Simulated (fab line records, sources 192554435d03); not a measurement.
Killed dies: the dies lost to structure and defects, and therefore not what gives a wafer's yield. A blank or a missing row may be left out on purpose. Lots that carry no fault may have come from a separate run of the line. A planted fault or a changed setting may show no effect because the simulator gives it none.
Code-filled problem report in 8D (eight disciplines) form || flow n5 finfet || the parts of the form that need people (team, actions taken, sign-off) are left out

## 1. WHAT IS WRONG
At N5_SD_EPI_N_PEB_07, plate temp C averages 110.68 C over 4 wafers from 2 lots, while fault-free wafers read 109.98 C, standard deviation 0.13. Relative to the usual mean, that is a shift of +5.4 standard deviations.
The step: peb time 60 s.
First seen on wafer L467.1, day 4 19:30, on litho track-03. The record holds 27 wafers of 10 lots with a number at this step. The rule behind "out" and "out of limits": a value lying over 4 standard deviations away from the usual mean. The other wafers with a number count as sound.

## 2. WHAT IT IS; WHAT IT IS NOT
{"question": "which readings at this step", "is": "plate temp C", "is not": "chill plate temp C"}
{"question": "which lots", "is": "L467, L471", "is not": "L460, L463, L474, L475, L477, L479, L480, L481"}
{"question": "which wafers of those lots", "is": "all that have a number", "is not": "-"}
{"question": "read on which tools", "is": "litho track-03", "is not": "litho track-01, litho track-05"}
{"question": "when", "is": "from day 4 19:30", "is not": "up to then (5 sound wafers); but 18 sound wafers of L474, L475, L477, L479, L480, L481 came after"}

## 3. SUSPECTS, AND WHAT RULES EACH OUT
Counting: any tool at a process step up to the reading is kept as a suspect provided that every lot that is out went through it and no sound lot did after the first of them.
- ald sin-03 at N5_SPACER0_ALD_07 (deposits SiNx, target thk 2 nm): ruled out as a lasting fault. The sound lots L475 went through it after L467, its earliest lot that is out (day 4 18:36).
- litho track-03 at N5_SD_EPI_N_PEB_07 (peb time 60 s): ruled out as a lasting fault. The sound lots L479 went through it after L467, its earliest lot that is out (day 4 19:30).
Left after counting: nothing in the record.

## 4. THE CAUSE (what the simulator had put in)
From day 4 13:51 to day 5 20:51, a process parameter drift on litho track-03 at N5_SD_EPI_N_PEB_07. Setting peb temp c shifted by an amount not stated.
Counting ruled it out, wrongly.

## 5. THE EFFECT CHAIN, in route order
Each row: a reading whose mean over the struck wafers that have a number lies more than 3 standard deviations from the usual. Only readings for which the record gives a usual standard deviation are gone through. hours: the time from each lot's start at the first step in this table that gives one to its start at this step, as a median over the lots. sigmas: the change in usual standard deviations.
{"hours": 0, "step": "N5_SD_EPI_N_PEB_07", "reading": "plate temp C", "usual": "109.98 C", "on struck wafers": 110.68, "change": "+0.70", "sigmas": "+5.4"}
Its process steps:
- N5_SD_EPI_N_PEB_07: peb time 60 s.
Later steps that measure or inspect, where all struck wafers having a row at the step show a number for every such reading and not one has moved that far: N5_BEOL_M4_RC_MEAS_101.

## 6. HOW IT WOULD HAVE BEEN CAUGHT EARLIER
6 hours passed between the start of the fault at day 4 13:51 and the first reading out of limits in this record, taken at day 4 19:30.
